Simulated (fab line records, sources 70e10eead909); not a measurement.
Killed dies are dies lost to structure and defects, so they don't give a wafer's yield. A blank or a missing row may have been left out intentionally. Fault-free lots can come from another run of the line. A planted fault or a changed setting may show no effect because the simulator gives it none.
Chamber matching    flow nand harc    ald hk-02 running NHARC_A_CHANNEL_FILL_D2_ALD_14: 4 sister chambers
The step deposits SiO2, target thk 2.5 nm, pulse time 10 s, ald cycles 25. 14 wafers are shown with their chamber, then 7 later ones without.

EACH WAFER AND ITS CHAMBER
wafer   chamber  heater power w (W)  precursor pulse height rel
L172.2  0        590                 1.004
L172.5  2        391                 0.978
L172.6  3        459                 0.977
L175.2  0        575                 0.963
L175.3  3        454                 0.971
L175.6  1        482                 0.998
L183.1  0        584                 1.022
L183.2  3        441                 0.988
L183.6  2        376                 0.962
L184.2  3        438                 1.000
L184.3  2        378                 1.035
L184.5  0        597                 1.003
L187.2  1        504                 0.988
L187.3  3        441                 0.956

SIGNATURES, as means of the wafers listed above
reading                     chamber 0  chamber 1  chamber 2  chamber 3  scatter within a chamber
heater power w              586.50     493.00     381.67     446.60     9.9
precursor pulse height rel  0.99800    0.99300    0.99167    0.97840    0.0244
Rule: for a wafer and a chamber, the distance is found by dividing, reading by reading, the gap between the wafer's reading and the chamber's mean by the reading's scatter, squaring, summing and taking the root. If the next closest chamber is less than 2 further off than the closest, the wafer can't be placed; otherwise it belongs to the closest. The scatter: take each reading less its chamber's mean, square it, sum over the shown wafers, divide by the number of wafers less the number of chambers, and take the root.

WAFERS WHOSE CHAMBER IS MISSING
wafer   heater power w (W)  precursor pulse height rel
L187.5  508                 1.002
L189.2  381                 1.043
L189.4  573                 0.989
L189.5  380                 0.993
L195.3  487                 0.982
L195.5  401                 0.974
L195.6  506                 0.978

WHICH CHAMBER EACH WENT THROUGH
wafer   from the rows above  in truth
L187.5  1                    1
L189.2  2                    2
L189.4  0                    0
L189.5  2                    2
L195.3  1                    1
L195.5  2                    2
L195.6  1                    1
Correctly placed: 7 of 7. Left unplaced by these rows: 0. 0 placed wrongly.
